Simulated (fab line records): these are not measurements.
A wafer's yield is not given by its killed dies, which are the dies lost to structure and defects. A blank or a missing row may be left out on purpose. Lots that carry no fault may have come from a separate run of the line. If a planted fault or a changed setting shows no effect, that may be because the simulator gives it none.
8D (eight disciplines) problem report, filled in by code -- flow n5 finfet -- the parts of the form that need people (team, actions taken, sign-off) are left out

== 1. PROBLEM STATEMENT ==
plate temp C at N5_BEOL_M15_COAT_56 reads a mean of 223.91 C on 6 wafers of 2 lots; wafers without a fault read 250.00 C with a standard deviation of 0.19. That is -99 or more standard deviations from the usual mean.
The step: time 60 s, resist thk 550 nm.
Seen first at day 13 21:26 on litho track-03, wafer L875.2. Wafers with a number at this step in the record: 33, from 11 lots. Rule for "out" (also "out of limits"): further than 4 standard deviations from the usual mean. Any other wafer with a number is counted as sound.

== 2. WHAT IT IS; WHAT IT IS NOT ==
question,is,is not
which readings at this step,"plate temp C, heater power total W",-
which lots,"L875, L879","L866, L867, L869, L870, L872, L882, L883, L886, L888"
which wafers of those lots,all that have a number,-
read on which tools,litho track-03,"litho track-02, litho track-04"
when,from day 13 21:26,"up to then (15 sound wafers); but 12 sound wafers of L882, L883, L886, L888 came after"

== 3. SUSPECTS, AND WHAT RULES EACH OUT ==
Counting: a tool stays on the suspect list if, at a process step up to the reading, it processed all lots that are out and no sound lot following the first of them.
- litho track-03 at N5_BEOL_M15_COAT_56 (time 60 s, resist thk 550 nm): kept. It ran every lot that is out, first L875 (day 13 21:26), and no sound lot after that; its last sound lot up to then is L869 (day 12 03:15). Its own readings are out on those wafers: heater power total W, plate temp C.
After counting, what remains is litho track-03 at N5_BEOL_M15_COAT_56.

== 4. THE CAUSE (what the simulator had put in) ==
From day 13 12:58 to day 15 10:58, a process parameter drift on litho track-03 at N5_BEOL_M15_COAT_56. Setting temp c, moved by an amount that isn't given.
The count eliminated every tool but this one.

== 5. THE EFFECT CHAIN, in route order ==
Each row: a reading whose mean over the struck wafers that have a number lies more than 3 standard deviations from the usual. Scope: only readings with a usual standard deviation given in the record; hours: median across lots of the time from each lot's start at the first step in this table that gives one to its start at this step; sigmas: change in usual standard deviations.
hours,step,reading,usual,on struck wafers,change,sigmas
0,N5_BEOL_M15_COAT_56,heater power total W,500.4 W,435.7,-64.7,-36
0,N5_BEOL_M15_COAT_56,plate temp C,250.00 C,223.91,-26.09,-99 or more
Process steps it contains:
- N5_BEOL_M15_COAT_56: time 60 s, resist thk 550 nm.

== 6. WHAT WOULD HAVE CAUGHT IT SOONER ==
In this record the first reading out of limits was taken at day 13 21:26, 8 hours after the fault began at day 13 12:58.
